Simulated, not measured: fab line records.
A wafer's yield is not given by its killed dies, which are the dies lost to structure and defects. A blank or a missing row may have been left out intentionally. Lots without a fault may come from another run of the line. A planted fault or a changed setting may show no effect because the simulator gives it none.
fab line records    flow n5-finfet
record lots=10  wafers=30  last-day=19
route steps=1938 shown FIN_SAQP@147 FIN_CUT@176 STI_FIN_REVEAL@184 BEOL_M4@1111 PASSIVATION@1936
lots untouched by any fault: they come from a run of this same line in which no faults occurred
start-h: start of the lot's first displayed wafer, in hours after the record's first day    wait-h: hours elapsed since this lot's preceding step    " the same as in the row above    L1.1+2: one row covering several wafers at once    - no value, or no start given    * or withheld: withheld    < > ~ a bound
route shown NAME@n: a module of which the file shows steps, and the number in the route of the first    usual: average and standard deviation across the fault-free wafers    same: alike in all rows    chamber/n: place in a boat    sites: readings site by site    _std_site: their standard deviation    _edge_site: mean of outer sites minus mean of inner sites    radius-mm: how far each site lies from the wafer's centre    mask NAME#n: copy n    behind: tool/chamber where the wafer was last shaped    hold: why the lot was held/for how many hours/how that ended    device: whichever transistor did not switch (one of n, p or np)    end of line: the same wafers' tests at the end of the route    a step without rows: its recipe alone    killed: the dies lost at the first sort to structure and to defects; this is not the yield of the wafer    map: per-die view of a wafer (x killed, . not killed, _ where there is no die)
set.NAME: the setting as run; set.NAME@STEP: as run at that earlier step    model.NAME: the simulator's own value behind a step, which no gauge read
the route's steps for a sample of lots (tables are steps, rows are wafers)
services: when a tool's chamber went out of use (start-h, in hours from the record's first day, below 0 if earlier), for how many hours, and the reason
## steps
# step N5_FIN_SAQP_FIN_ETCH_36
# recipe chemistry=HBr/Cl2/O2  target-depth-a=1200  mask-material=SiNx  time-s=50.4  bias-w=102  pressure-mtorr=10  icp-w=800  HBr_flow_sccm=150  Cl2_flow_sccm=80  O2_flow_sccm=12
# usual drypump-motor-current-A=5.8/0.41  oes-product-au=0.999/0.013  throttle-valve-pct=36.08/0.28
lot.wafer  tool       chamber  start-h  wait-h  drypump-motor-current-A  oes-product-au  rf-hours-counter-h  throttle-valve-pct
L550.2     rie-si-06  1        32.35    0.0     5.2                      1.007           55                  36.34
L550.3     "          3        "        "       6.5                      1.029           98                  36.11
L550.5     "          3        "        "       6.4                      1.030           -                   36.12
L552.2     rie-si-06  2        44.63    0.0     5.7                      0.988           87                  35.75
L552.3     "          0        "        "       5.6                      0.993           110                 35.52
L552.4     "          3        "        "       6.4                      1.033           99                  36.10
L553.2     rie-si-05  2        51.34    0.0     6.4                      1.022           17                  35.57
L553.5     "          3        "        "       6.1                      0.973           -                   36.07
L553.6     "          0        "        "       6.1                      0.992           -                   36.34
L555.4     rie-si-05  1        62.09    0.0     5.6                      1.008           6                   36.28
L555.5     "          3        "        "       6.1                      0.983           -                   36.06
L555.6     "          0        "        "       6.1                      1.004           -                   36.34
L557.2     rie-si-01  3        74.25    0.0     5.1                      0.993           39                  36.32
L557.3     "          0        "        "       5.3                      0.986           121                 36.01
L557.5     "          2        "        "       5.9                      1.001           -                   36.03
L563.2     rie-si-05  0        110.78   0.0     6.1                      1.004           22                  36.32
L563.3     "          3        "        "       6.1                      0.986           114                 36.05
L563.6     "          2        "        "       6.4                      1.003           -                   35.55
L566.3     rie-si-05  0        128.60   0.0     6.1                      1.006           23                  36.33
L566.4     "          1        "        "       5.6                      1.015           8                   36.27
L566.5     "          0        "        "       6.1                      1.001           -                   36.34
L570.2     rie-si-06  2        153.05   0.0     5.7                      0.983           89                  35.79
L570.3     "          1        "        "       5.2                      0.993           57                  36.35
L570.5     "          0        "        "       5.6                      0.998           -                   35.52
L571.2     rie-si-05  0        158.63   0.0     6.1                      0.999           23                  36.35
L571.3     "          1        "        "       5.6                      1.006           8                   36.28
L571.5     "          3        "        "       6.1                      0.987           -                   36.06
L572.3     rie-si-05  2        163.54   0.0     6.4                      1.006           20                  35.55
L572.5     "          0        "        "       6.1                      1.008           -                   36.32
L572.6     "          1        "        "       5.6                      1.007           -                   36.28
# step N5_FIN_SAQP_CD_MEAS_37
# recipe target-cd-nm=8  polarity=line
# usual cd-nm=8.10/0.23
lot.wafer  tool       chamber  start-h  wait-h  cd-nm
L550.2     cd-sem-03  -        32.48    0.1     8.21
L550.3     "          -        "        "       7.90
L550.5     "          -        "        "       8.17
L552.2     cd-sem-03  -        44.75    0.1     8.23
L552.3     "          -        "        "       8.08
L552.4     "          -        "        "       8.10
L553.2     cd-sem-01  -        51.47    0.1     7.96
L553.5     "          -        "        "       8.39
L553.6     "          -        "        "       8.18
L555.4     cd-sem-03  -        62.22    0.1     8.46
L555.5     "          -        "        "       8.43
L555.6     "          -        "        "       8.02
L557.2     cd-sem-01  -        74.37    0.1     7.83
L557.3     "          -        "        "       8.16
L557.5     "          -        "        "       8.44
L563.2     cd-sem-01  -        110.90   0.1     7.92
L563.3     "          -        "        "       7.85
L563.6     "          -        "        "       7.83
L566.3     cd-sem-02  -        128.73   0.1     8.34
L566.4     "          -        "        "       7.97
L566.5     "          -        "        "       7.99
L570.2     cd-sem-03  -        153.17   0.1     8.11
L570.3     "          -        "        "       7.94
L570.5     "          -        "        "       7.75
L571.2     cd-sem-02  -        158.75   0.1     8.18
L571.3     "          -        "        "       8.33
L571.5     "          -        "        "       8.29
L572.3     cd-sem-02  -        163.67   0.1     8.14
L572.5     "          -        "        "       8.36
L572.6     "          -        "        "       8.22
# step N5_FIN_CUT_CUT_ETCH_15
# recipe chemistry=HBr/Cl2/O2  target=Si  target-depth-a=1000  bt-time-s=10  mask-material=SOC  time-s=42.4  ion-energy-ev=*  bias-w=*  pressure-mtorr=10  icp-w=800  HBr_flow_sccm=150  Cl2_flow_sccm=80  O2_flow_sccm=12
# usual drypump-motor-current-A=5.7/0.47  oes-product-au=0.998/0.015  throttle-valve-pct=37.12/0.25
lot.wafer  tool       chamber  start-h  wait-h  drypump-motor-current-A  oes-product-au  rf-hours-counter-h  throttle-valve-pct
L550.2     rie-si-04  3        33.66    0.1     5.2                      0.991           33                  37.13
L550.3     "          0        "        "       5.6                      1.021           184                 36.86
L550.5     "          2        "        "       5.4                      1.025           -                   36.77
L552.2     rie-si-02  3        45.94    0.1     6.2                      0.995           108                 37.42
L552.3     "          0        "        "       5.2                      0.985           32                  37.28
L552.4     "          2        "        "       6.0                      0.982           163                 37.18
L553.2     rie-si-04  3        52.66    0.1     5.2                      0.988           34                  37.13
L553.5     "          2        "        "       5.4                      1.018           -                   36.75
L553.6     "          3        "        "       5.3                      0.985           -                   37.14
L555.4     rie-si-02  3        63.42    0.1     6.2                      0.999           -                   37.44
L555.5     "          2        "        "       6.0                      0.978           -                   37.19
L555.6     "          0        "        "       5.2                      0.976           -                   37.26
L557.2     rie-si-02  2        75.72    0.1     6.0                      0.982           163                 37.19
L557.3     "          1        "        "       6.5                      1.004           134                 37.25
L557.5     "          1        "        "       6.6                      1.004           -                   37.23
L563.2     rie-si-02  1        112.09   0.1     6.5                      1.047           134                 37.19
L563.3     "          0        "        "       5.2                      0.981           34                  37.27
L563.6     "          3        "        "       6.2                      1.003           -                   37.43
L566.3     rie-si-02  1        129.91   0.0     6.5                      1.001           135                 37.24
L566.4     "          0        "        "       5.2                      0.981           34                  37.29
L566.5     "          1        "        "       6.5                      1.063           -                   37.22
L570.2     rie-si-04  1        154.36   0.1     6.1                      1.000           2                   37.42
L570.3     "          2        "        "       5.4                      1.018           32                  36.77
L570.5     "          3        "        "       5.2                      0.986           -                   37.12
L571.2     rie-si-04  0        160.47   0.1     5.6                      1.023           186                 36.86
L571.3     "          3        "        "       5.2                      0.987           36                  37.14
L571.5     "          3        "        "       5.3                      0.990           -                   37.14
L572.3     rie-si-03  0        164.91   0.0     5.3                      1.019           104                 37.36
L572.5     "          0        "        "       5.3                      1.011           -                   37.35
L572.6     "          3        "        "       4.9                      0.989           -                   36.65
# step N5_STI_FIN_REVEAL_ALD_14
# recipe material=Si3N4  target-thk-a=30  temp-c=400  ald-precursor-family=SiH2I2  ald-co-reactant=N2/H2-plasma  pressure-torr=2
# usual heater-power-w=869/89
lot.wafer  tool        chamber  start-h  wait-h  heater-power-w
L550.2     ald-sin-02  3        34.03    0.0     837
L550.3     "           1        "        "       839
L550.5     "           3        "        "       839
L552.2     ald-sin-02  3        46.30    0.0     832
L552.3     "           2        "        "       790
L552.4     "           1        "        "       856
L553.2     ald-sin-01  3        53.31    0.0     783
L553.5     "           2        "        "       919
L553.6     "           1        "        "       913
L555.4     ald-sin-02  2        64.06    0.0     789
L555.5     "           3        "        "       815
L555.6     "           2        "        "       772
L557.2     ald-sin-03  1        76.09    0.0     696
L557.3     "           2        "        "       902
L557.5     "           1        "        "       715
L563.2     ald-sin-03  2        112.48   0.0     943
L563.3     "           1        "        "       708
L563.6     "           2        "        "       932
L566.3     ald-sin-03  1        130.75   0.0     696
L566.4     "           2        "        "       942
L566.5     "           2        "        "       913
L570.2     ald-sin-01  1        155.05   0.0     913
L570.3     "           2        "        "       927
L570.5     "           3        "        "       804
L571.2     ald-sin-03  2        160.87   0.0     912
L571.3     "           3        "        "       868
L571.5     "           2        "        "       914
L572.3     ald-sin-03  1        166.07   0.0     709
L572.5     "           0        "        "       782
L572.6     "           3        "        "       861
# step N5_BEOL_M4_RC_MEAS_101
# usual DIBL_N=36.0/1.4  DIBL_P=36.1/1.4  IOFF_N=0.153/0.02  IOFF_P=0.211/0.026  ION_N=673/8.7  ION_P=463/6.7  SS_N=71.5/0.5  SS_P=73.3/0.54  VT_N=250.1/2.4  VT_P=-250.2/2.9
lot.wafer  tool       chamber  start-h  wait-h  DIBL_N[mV/V]  DIBL_P[mV/V]  IOFF_N[nA/um]  IOFF_P[nA/um]  ION_N[uA/um]  ION_P[uA/um]  SS_N[mV/dec]  SS_P[mV/dec]  VT_N[mV]  VT_P[mV]
L550.2     prober-01  0        180.76   0.2     36.9          35.7          0.169          0.195          674           459           72.0          73.6          250.0     -252.6
L550.3     "          0        "        "       34.7          33.8          0.130          0.173          668           460           71.6          72.5          255.9     -253.0
L550.5     "          0        "        "       35.8          34.9          0.143          0.187          673           456           71.6          73.9          253.5     -253.9
L552.2     prober-01  0        188.82   0.2     38.0          35.9          0.154          0.196          667           454           71.5          73.9          250.2     -250.9
L552.3     "          0        "        "       37.3          34.0          0.138          0.168          668           448           71.7          72.9          249.0     -253.1
L552.4     "          0        "        "       37.5          34.4          0.139          0.178          671           457           71.3          73.1          252.9     -254.4
L553.2     prober-02  0        202.42   0.2     34.5          35.0          0.131          0.171          666           456           71.5          72.7          252.6     -254.4
L553.5     "          0        "        "       35.4          36.9          0.152          0.188          674           463           70.7          74.0          249.2     -253.0
L553.6     "          0        "        "       37.4          38.7          0.186          0.217          685           463           71.4          73.5          247.3     -250.4
L555.4     prober-01  0        217.07   0.5     36.3          36.8          0.154          0.216          672           462           71.3          73.6          253.1     -250.0
L555.5     "          0        "        "       34.7          34.4          0.122          0.195          658           461           70.6          72.6          253.3     -252.4
L555.6     "          0        "        "       35.5          34.8          0.134          0.189          662           455           71.8          72.5          253.9     -252.3
L557.2     prober-01  0        239.37   0.2     37.4          38.2          0.177          0.241          680           465           72.0          73.2          249.7     -247.3
L557.3     "          0        "        "       36.4          36.8          0.162          0.219          678           466           71.5          72.6          248.2     -247.1
L557.5     "          0        "        "       38.7          39.7          0.215          0.275          690           469           72.2          73.7          247.5     -246.1
L563.2     prober-02  0        271.95   1.5     38.1          38.3          0.197          0.275          691           467           72.3          74.0          248.2     -244.3
L563.3     "          0        "        "       35.8          35.9          0.165          0.225          683           473           72.1          73.4          246.7     -250.4
L563.6     "          0        "        "       36.0          36.6          0.167          0.232          679           468           71.6          73.6          246.9     -249.3
L566.3     prober-01  0        294.22   0.3     35.6          36.0          0.144          0.184          664           457           71.3          73.0          250.2     -255.1
L566.4     "          0        "        "       34.1          34.9          0.129          0.170          668           455           71.5          73.0          251.5     -254.7
L566.5     "          0        "        "       35.3          35.9          0.148          0.184          673           451           71.0          73.3          247.9     -254.9
L571.2     prober-01  0        307.19   0.2     35.5          34.3          0.139          0.185          659           456           71.2          72.3          250.1     -250.4
L571.3     "          0        "        "       35.1          34.3          0.139          0.189          669           459           71.4          72.9          253.1     -250.0
L571.5     "          0        "        "       36.6          35.9          0.153          0.216          662           462           71.1          72.4          252.1     -251.4
L572.3     prober-01  0        327.55   0.3     34.3          36.0          0.141          0.198          673           466           71.7          73.2          251.4     -252.4
L572.5     "          0        "        "       33.8          35.2          0.135          0.188          665           460           71.2          73.0          251.8     -251.7
L572.6     "          0        "        "       34.8          36.4          0.147          0.205          668           463           71.6          73.7          250.1     -252.6
L570.2     prober-02  0        347.19   0.2     34.5          36.3          0.150          0.208          664           459           70.8          73.9          246.7     -250.5
L570.3     "          0        "        "       33.6          33.6          0.121          0.162          659           449           70.5          73.1          250.9     -253.8
L570.5     "          0        "        "       34.5          35.7          0.142          0.187          665           454           70.2          72.9          249.3     -254.0
# step N5_PASSIVATION_PROBE_49
# usual defect-limited-yield=91.2/1.4  killed_at_M0_to_M3=34/9.7  killed_at_M4_up=14/5.2  killed-at-contacts=13/6.7  killed-at-front-end=39/11  killed-at-other=3.6/2.6  killed-dies=104/17  killed-open=69/12  killed-short=34/8.2  sort_bin_5_function=5.3/0.89  sort_bin_6_memory=3.2/0.69  sort-n-pass=1076/17  sort-yield-pct=91.2/1.4
# same gross-dies=1180  killed-at-back-side=0  sort_bin_4_leakage[%]=0  sort_bin_8_speed[%]=0
lot.wafer  tool       chamber  start-h  wait-h  defect-limited-yield[%]  killed_at_M0_to_M3  killed_at_M4_up  killed-at-contacts  killed-at-front-end  killed-at-other  killed-dies  killed-open  killed-short  sort_bin_5_function[%]  sort_bin_6_memory[%]  sort-n-pass  sort-yield-pct[%]
L553.2     prober-01  -        317.76   0.1     91.4                     38                  9                10                  43                   2                102          63           39            5.5                     2.7                   1078         91.4
L553.5     prober-01  -        317.91   0.2     92.3                     33                  8                12                  34                   4                91           50           39            4.4                     2.6                   1089         92.3
L553.6     prober-01  -        317.96   0.3     91.1                     41                  11               18                  31                   4                105          68           37            4.8                     3.8                   1075         91.1
L555.4     prober-02  -        323.95   0.2     91.4                     39                  20               6                   31                   5                101          72           29            4.7                     3.5                   1079         91.4
L555.5     prober-02  -        324.00   0.2     92.8                     27                  11               13                  32                   2                85           51           33            4.7                     2.3                   1095         92.8
L555.6     prober-02  -        324.05   0.3     90.5                     40                  14               10                  39                   9                112          76           36            6.0                     3.0                   1068         90.5
L563.2     prober-02  -        401.31   0.1     90.8                     49                  13               14                  28                   4                108          58           49            5.2                     3.5                   1072         90.8
L563.3     prober-02  -        401.36   0.1     90.8                     53                  13               17                  20                   6                109          76           31            5.3                     3.7                   1071         90.8
L563.6     prober-02  -        401.51   0.3     93.1                     32                  12               16                  19                   2                81           53           28            3.5                     3.1                   1099         93.1
L566.3     prober-02  -        409.12   0.1     90.2                     41                  12               10                  52                   1                116          67           49            5.8                     3.7                   1064         90.2
L566.4     prober-02  -        409.17   0.2     92.1                     46                  9                11                  26                   1                93           69           24            4.8                     2.7                   1087         92.1
L566.5     prober-02  -        409.22   0.2     89.1                     43                  13               18                  50                   5                129          75           52            6.2                     4.2                   1051         89.1
L571.2     prober-02  -        415.21   0.1     88.2                     41                  27               11                  58                   2                139          93           46            7.2                     4.2                   1041         88.2
L571.3     prober-02  -        415.26   0.1     90.4                     39                  17               6                   48                   3                113          68           45            5.5                     4.0                   1067         90.4
L571.5     prober-02  -        415.36   0.2     90.0                     56                  12               13                  35                   2                118          70           47            5.8                     3.6                   1062         90.0
# killed by level:class
L553.2 BEOL_M0_SAQP:geometric-particle:short=11 STI_FIN_REVEAL:geometric-particle:open=10 MOL_CONTACT_COAG:geometric-particle:open=10 BEOL_M0_SAQP:geometric-particle:open=8 GATE_CUT:geometric-particle:short=8 BEOL_M1:geometric-particle:open=8 FIN_SAQP:geometric-particle:open=7 FIN_SAQP:geometric-particle:short=5
L553.5 FIN_SAQP:geometric-particle:short=12 MOL_CONTACT_COAG:geometric-particle:open=11 FIN_SAQP:geometric-particle:open=7 BEOL_M0_SAQP:geometric-particle:short=6 BEOL_M0_SAQP:geometric-particle:open=6 BEOL_M1:geometric-particle:open=6 STI_FIN_REVEAL:geometric-particle:open=4 GATE_CUT:geometric-particle:short=4
L553.6 MOL_CONTACT_COAG:geometric-particle:open=12 BEOL_M1:geometric-particle:open=11 FIN_SAQP:geometric-particle:short=9 BEOL_M0_SAQP:geometric-particle:open=9 FIN_SAQP:geometric-particle:open=7 BEOL_M0_SAQP:geometric-particle:short=7 BEOL_M2:geometric-particle:open=7 MOL_CONTACT_COAG:geometric-particle:short=6
L555.4 BEOL_M4:geometric-particle:open=11 BEOL_M3:geometric-particle:open=8 BEOL_M0_SAQP:geometric-particle:open=7 BEOL_M2:geometric-particle:open=7 DUMMY_GATE:geometric-particle:open=6 MOL_CONTACT_COAG:geometric-particle:open=5 BEOL_M1:geometric-particle:open=5 FIN_SAQP:geometric-particle:short=4
L555.5 BEOL_M0_SAQP:geometric-particle:open=10 FIN_SAQP:geometric-particle:short=9 MOL_CONTACT_COAG:geometric-particle:open=9 FIN_SAQP:geometric-particle:open=6 BEOL_M0_SAQP:geometric-particle:short=5 MOL_CONTACT_COAG:geometric-particle:short=4 BEOL_M3:geometric-particle:open=4 BEOL_M5:geometric-particle:open=4
L555.6 STI_FIN_REVEAL:geometric-particle:open=12 BEOL_M0_SAQP:geometric-particle:open=12 FIN_SAQP:geometric-particle:open=9 BEOL_M4:geometric-particle:open=9 FIN_SAQP:geometric-particle:short=8 MOL_CONTACT_COAG:geometric-particle:open=7 BEOL_M2:geometric-particle:open=7 BEOL_M0_SAQP:geometric-particle:short=6
L563.2 BEOL_M0_SAQP:geometric-particle:short=15 MOL_CONTACT_COAG:geometric-particle:open=13 BEOL_M3:geometric-particle:open=10 BEOL_M0_SAQP:geometric-particle:open=8 STARTING-WAFER:geometric-particle:short=7 FIN_SAQP:geometric-particle:short=6 BEOL_M0:geometric-particle:open=5 FIN_SAQP:geometric-particle:open=4
L563.3 MOL_CONTACT_COAG:geometric-particle:open=15 BEOL_M0_SAQP:geometric-particle:open=10 BEOL_M2:geometric-particle:open=9 BEOL_M0:geometric-particle:open=8 BEOL_M3:geometric-particle:open=7 BEOL_M0_SAQP:geometric-particle:short=6 BEOL_M1:geometric-particle:open=6 BEOL_M4:geometric-particle:open=6
L563.6 MOL_CONTACT_COAG:geometric-particle:open=14 BEOL_M0_SAQP:geometric-particle:open=7 BEOL_M0:geometric-particle:open=7 BEOL_M0_SAQP:geometric-particle:short=6 BEOL_M2:geometric-particle:open=6 FIN_SAQP:geometric-particle:short=3 BEOL_M1:geometric-particle:short=3 BEOL_M4:geometric-particle:short=3
L566.3 FIN_SAQP:geometric-particle:short=13 GATE_CUT:geometric-particle:short=10 DUMMY_GATE:geometric-particle:open=8 MOL_CONTACT_COAG:geometric-particle:open=8 BEOL_M3:geometric-particle:open=8 FIN_SAQP:geometric-particle:open=7 BEOL_M0_SAQP:geometric-particle:short=7 BEOL_M0_SAQP:geometric-particle:open=7
L566.4 BEOL_M3:geometric-particle:open=14 BEOL_M0_SAQP:geometric-particle:open=11 MOL_CONTACT_COAG:geometric-particle:open=9 DUMMY_GATE:geometric-particle:open=8 FIN_SAQP:geometric-particle:short=6 BEOL_M0_SAQP:geometric-particle:short=6 BEOL_M2:geometric-particle:open=5 BEOL_M1:geometric-particle:open=5
L566.5 MOL_CONTACT_COAG:geometric-particle:open=16 FIN_SAQP:geometric-particle:short=15 BEOL_M0_SAQP:geometric-particle:short=11 BEOL_M1:geometric-particle:open=11 FIN_SAQP:geometric-particle:open=7 BEOL_M3:geometric-particle:open=7 BEOL_M0_SAQP:geometric-particle:open=7 DUMMY_GATE:geometric-particle:open=7
L571.2 FIN_SAQP:geometric-particle:open=18 BEOL_M4:geometric-particle:open=18 BEOL_M0_SAQP:geometric-particle:short=17 STI_FIN_REVEAL:geometric-particle:open=15 BEOL_M0_SAQP:geometric-particle:open=9 MOL_CONTACT_COAG:geometric-particle:open=8 BEOL_M1:geometric-particle:open=8 FIN_SAQP:geometric-particle:short=7
L571.3 FIN_SAQP:geometric-particle:short=16 FIN_SAQP:geometric-particle:open=14 BEOL_M0_SAQP:geometric-particle:short=13 BEOL_M0_SAQP:geometric-particle:open=12 BEOL_M4:geometric-particle:open=9 BEOL_M1:geometric-particle:open=8 MOL_CONTACT_COAG:geometric-particle:open=5 GATE_CUT:geometric-particle:short=4
L571.5 BEOL_M0_SAQP:geometric-particle:short=26 BEOL_M0_SAQP:geometric-particle:open=18 FIN_SAQP:geometric-particle:open=10 MOL_CONTACT_COAG:geometric-particle:open=9 FIN_SAQP:geometric-particle:short=8 BEOL_M3:geometric-particle:open=6 BEOL_M4:geometric-particle:open=5 STI_FIN_REVEAL:geometric-particle:open=4
## services
tool        chamber  start-h  hours  kind
ald-sin-03  3        9.43     9.6    repair
rie-si-06   -        33.38    2.8    pm
rie-si-02   1        47.38    18.5   repair
ald-sin-01  -        56.92    0.8    repair
rie-si-06   3        59.87    8.1    repair
rie-si-06   -        80.65    14.6   pm
ald-sin-03  -        85.41    14.0   pm
ald-sin-03  0        85.41    14.0   vent-cycle
ald-sin-03  1        85.41    14.0   vent-cycle
ald-sin-03  2        85.41    14.0   vent-cycle
ald-sin-03  3        85.41    14.0   vent-cycle
rie-si-06   3        97.23    7.1    repair
rie-si-02   3        98.89    5.2    repair
ald-sin-03  0        99.41    -      clean
ald-sin-03  1        99.41    -      clean
ald-sin-03  2        99.41    -      clean
ald-sin-03  3        99.41    -      clean
ald-sin-01  1        128.29   6.7    repair
rie-si-01   2        141.65   -      clean
rie-si-01   2        141.65   16.6   scheduled-down
rie-si-01   2        141.65   16.6   vent-cycle
rie-si-01   0        142.98   1.6    repair
rie-si-01   0        149.64   1.7    repair
rie-si-01   -        160.63   14.6   pm
## key
first-sign step=N5_FIN_CUT_CUT_ETCH_15  reading=oes-product-au  direction=up  sigmas=3.9  usual=0.998  struck=1.055
effect none on later readings
met-at N5_FIN_CUT_CUT_ETCH_15
struck-lots L563,L566
struck-wafers L563.2,L566.5
not-acting-at N5_FIN_SAQP_FIN_ETCH_36,N5_FIN_SAQP_CD_MEAS_37,N5_STI_FIN_REVEAL_ALD_14
onset-between 75.72 112.09
fault kind=process-parameter-drift  tool=rie-si-02  chamber=-  onset-h=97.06  steps=N5_FIN_CUT_CUT_ETCH_15  channel=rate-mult  offset=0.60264  shape=step  end-h=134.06  scope=struck-wafers-only
